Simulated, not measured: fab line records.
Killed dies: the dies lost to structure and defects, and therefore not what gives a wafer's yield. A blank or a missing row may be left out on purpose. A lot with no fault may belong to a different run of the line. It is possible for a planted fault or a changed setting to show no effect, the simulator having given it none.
What tool caused it? + flow n5 finfet + 33 wafers from 11 lots sampled at 5 of the route's 1938 steps

## WHAT THE GAUGES READ, wafer by wafer
N5_BEOL_M8_THK_MEAS_01.
| lot  | measured     | on            | M8_ILD_THK (nm)   |
|------|--------------|---------------|-------------------|
| L384 | day 8 20:47  | film metro-01 | 154.0 150.6 156.1 |
| L386 | day 9 02:30  | film metro-01 | 153.9 158.6 154.7 |
| L389 | day 10 10:58 | film metro-01 | 153.3 157.3 154.1 |
| L388 | day 10 16:23 | film metro-01 | 153.2 153.4 155.3 |
| L391 | day 10 14:47 | film metro-01 | 151.2 154.8 152.6 |
| L392 | day 10 18:38 | film metro-01 | 151.4 150.8 152.4 |
| L393 | day 11 08:12 | film metro-01 | 152.2 155.0 158.3 |
| L394 | day 11 08:35 | film metro-01 | 154.1 153.4 151.1 |
| L405 | day 14 04:48 | film metro-02 | 152.1 150.9 155.6 |
| L407 | day 15 01:42 | film metro-02 | 155.3 153.2 157.6 |
| L406 | day 15 02:14 | film metro-01 | 154.4 157.2 157.2 |

## WHAT TOOL EACH LOT RAN ON (gives the tool, then ch and the chambers of the sampled wafers, and finally the start)
| lot  | N5_BEOL_M7_STRIP_80                           | N5_BEOL_M7_ALD_77                   | N5_BEOL_M7_ECD_50              | N5_BEOL_M7_CMP_52             |
|------|-----------------------------------------------|-------------------------------------|--------------------------------|-------------------------------|
| L384 | rie diel-01 ch 1,3, day 8 18:08 or earlier    | ald metal-02 ch 0,1, day 8 18:08    | ecd cu-01 ch 0,1, day 8 18:50  | cmp-01 ch 1,3, day 8 19:16    |
| L386 | rie diel-02 ch 1,2,3, day 9 00:07 or earlier  | ald metal-03 ch 1,2, day 9 00:07    | ecd cu-02 ch 0,1, day 9 00:57  | cmp-01 ch 0,1,3, day 9 01:29  |
| L389 | rie diel-01 ch 0,3, day 10 08:10 or earlier   | ald metal-04 ch 0,1,3, day 10 08:10 | ecd cu-01 ch 0,1, day 10 08:59 | cmp-02 ch 1,2,3, day 10 09:59 |
| L388 | rie diel-04 ch 2,3, day 10 11:01 or earlier   | ald metal-04 ch 0,3, day 10 11:01   | ecd cu-02 ch 0,1, day 10 11:48 | cmp-01 ch 1,3, day 10 12:14   |
| L391 | rie diel-04 ch 1,2,3, day 10 11:52 or earlier | ald metal-02 ch 0,2,3, day 10 11:52 | ecd cu-01 ch 0,1, day 10 13:04 | cmp-04 ch 0,1,2, day 10 13:50 |
| L392 | rie diel-01 ch 0,1,2, day 10 16:19 or earlier | ald metal-03 ch 0,2, day 10 16:19   | ecd cu-01 ch 0,1, day 10 17:01 | cmp-02 ch 0,1,3, day 10 17:38 |
| L393 | rie diel-01 ch 0,1,3, day 11 04:23 or earlier | ald metal-04 ch 0,1,2, day 11 04:23 | ecd cu-02 ch 0,1, day 11 06:14 | cmp-02 ch 1,2,3, day 11 06:37 |
| L394 | rie diel-04 ch 0,1,2, day 11 06:26 or earlier | ald metal-04 ch 0,1,2, day 11 06:26 | ecd cu-01 ch 0,1, day 11 07:05 | cmp-04 ch 0,1,2, day 11 07:28 |
| L405 | rie diel-02 ch 0,1,3, day 14 02:07 or earlier | ald metal-03 ch 0,3, day 14 02:07   | ecd cu-01 ch 0,1, day 14 03:20 | cmp-02 ch 1,2,3, day 14 03:49 |
| L407 | rie diel-04 ch 2,3, day 14 22:46 or earlier   | ald metal-04 ch 0,2, day 14 22:46   | ecd cu-02 ch 0,1, day 15 00:08 | cmp-01 ch 0,1,2, day 15 00:40 |
| L406 | rie diel-02 ch 0,3, day 14 23:31 or earlier   | ald metal-02 ch 0,2,3, day 14 23:31 | ecd cu-02 ch 0,1, day 15 00:44 | cmp-01 ch 1,2, day 15 01:10   |
- N5_BEOL_M7_STRIP_80: strips in N2/H2, time 10 s.
- N5_BEOL_M7_ALD_77: deposits TaN, target thk 2 nm, pulse time 2 s, purge time 3 s.
- N5_BEOL_M7_ECD_50: material Cu, target thk 300 nm.
- N5_BEOL_M7_CMP_52: polishes, stops on SiCOH lowk, t overpolish 6.9 s, target thk 80 nm.

## THE ANSWER, worked out from the rows above alone
Rule: the lots themselves supply what counts as usual. The widest of any qualifying gaps counts: lots, ordered by their means at a reading, are off when they make up no more than a third of the lots, leave a main group of 4 or more, and stand apart from it by 3 or more times the standard deviation of that group's means. The tables above print the reading to a certain number of digits; a main group whose means all agree to those digits is not used. Also off: a lot with no number at a reading for which 4 or more lots have one. The other lots that the step has rows for count as sound.
None of the lots is off at any reading shown; this tells nothing.

## WHAT WAS PUT IN BY THE SIMULATOR
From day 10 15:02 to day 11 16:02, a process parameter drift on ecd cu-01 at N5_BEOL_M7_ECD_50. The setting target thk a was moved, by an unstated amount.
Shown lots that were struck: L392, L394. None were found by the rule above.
